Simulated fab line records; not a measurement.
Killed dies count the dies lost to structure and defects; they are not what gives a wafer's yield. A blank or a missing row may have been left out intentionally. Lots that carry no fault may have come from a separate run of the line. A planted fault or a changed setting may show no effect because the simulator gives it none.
A single fault, viewed from 2 desks :: flow nand harc :: each desk holds nothing but its own numbers, with what lay behind them at the end

== TOOL OWNER'S DESK, pecvd onon-01 ==
The tool's own readings at NHARC_A_ONON_D1_DEP_28 (target thk 1000 nm): means of the sampled wafers that have a number, for each lot that ran on this tool. Marked OUT: a lot whose mean sits more than 4 standard deviations from the usual mean, which makes it out of limits; the brackets give that distance.
Columns: A = nh3 flow sccm at NHARC_A_ONON_D1_DEP_28, usual 500.0 sccm; B = sih4 flow sccm at NHARC_A_ONON_D1_DEP_28, usual 210.2 sccm
lot: L180
first seen here: day 8 10:16
A: 500.0
B: 210.2

lot: L183
first seen here: day 8 23:00
A: 498.6
B: 209.8

lot: L189
first seen here: day 10 10:32
A: 501.3
B: 210.7

lot: L190
first seen here: day 10 19:44
A: 502.3
B: 211.4

lot: L191
first seen here: day 11 03:46
A: 500.1
B: 210.1

lot: L194
first seen here: day 11 23:51
A: 501.1
B: 210.3

lot: L197
first seen here: day 12 13:10
A: 497.4
B: 209.5
This desk found nothing out of limits on any of the 7 lots.

== METROLOGY DESK ==
Means of the sampled wafers that have a number, per lot and without regard to the tool the lot ran on: this is what the gauges read. Marked OUT: a lot whose mean sits more than 4 standard deviations from the usual mean, which makes it out of limits; the brackets give that distance.
Columns: A = thk nm at NHARC_A_ONON_D1_THK_MEAS_30, usual 995 nm; B = overlay x nm at NHARC_A_CHANNEL_HOLE_D1_OVL_MEAS_11, usual 0.0 nm; C = overlay y nm at NHARC_A_CHANNEL_HOLE_D1_OVL_MEAS_11, usual -0.3 nm
lot: L180
first seen here: day 8 10:47
A: 990
B: -0.5
C: 0.9

lot: L183
first seen here: day 8 23:27
A: 991
B: -0.3
C: 1.0

lot: L182
first seen here: day 8 23:28
A: 997
B: 0.3
C: -0.7

lot: L185
first seen here: day 9 10:17
A: 988
B: 1.0
C: 0.4

lot: L186
first seen here: day 9 20:14
A: 1003
B: -0.3
C: 1.0

lot: L187
first seen here: day 9 20:15
A: 1002
B: -1.2
C: -0.4

lot: L189
first seen here: day 10 11:03
A: 1010
B: -0.3
C: 0.7

lot: L190
first seen here: day 10 20:14
A: 996
B: -1.1
C: -0.9

lot: L191
first seen here: day 11 04:13
A: 724 (-27) OUT
B: 2.1
C: -0.7

lot: L192
first seen here: day 11 04:16
A: 998
B: -0.8
C: -0.5

lot: L194
first seen here: day 12 00:22
A: 486 (-51) OUT
B: -
C: -

lot: L193
first seen here: day 12 00:29
A: 994
B: -0.5
C: -0.7

lot: L197
first seen here: day 12 13:41
A: 478 (-52) OUT
B: -
C: -

lot: L201
first seen here: day 13 09:32
A: 988
B: -0.3
C: -1.3
Finding of this desk: L191, L194, L197 out of limits; the first was L191 at day 11 04:13, on thk nm at NHARC_A_ONON_D1_THK_MEAS_30. L180, L183, L182, L185, L186, L187, L189, L190, L192, L193, L201 stayed within limits.

== PUT TOGETHER ==
An alarm was possible from the metrology desk at day 11 04:13, on L191, L194, L197.
The tool owner's desk saw nothing out of limits.
Tool owner's desk: L191, L194, L197 on record, inside its limits.
Of the lots named, all ran NHARC_A_ONON_D1_DEP_28 on pecvd onon-01.

== WHAT WAS PUT IN BY THE SIMULATOR ==
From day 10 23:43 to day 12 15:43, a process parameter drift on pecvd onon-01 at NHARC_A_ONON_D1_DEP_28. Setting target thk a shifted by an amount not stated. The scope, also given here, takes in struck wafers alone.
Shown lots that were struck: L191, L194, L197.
Delay in hours, fault start to first out-of-limits reading, per desk: metrology desk 4.
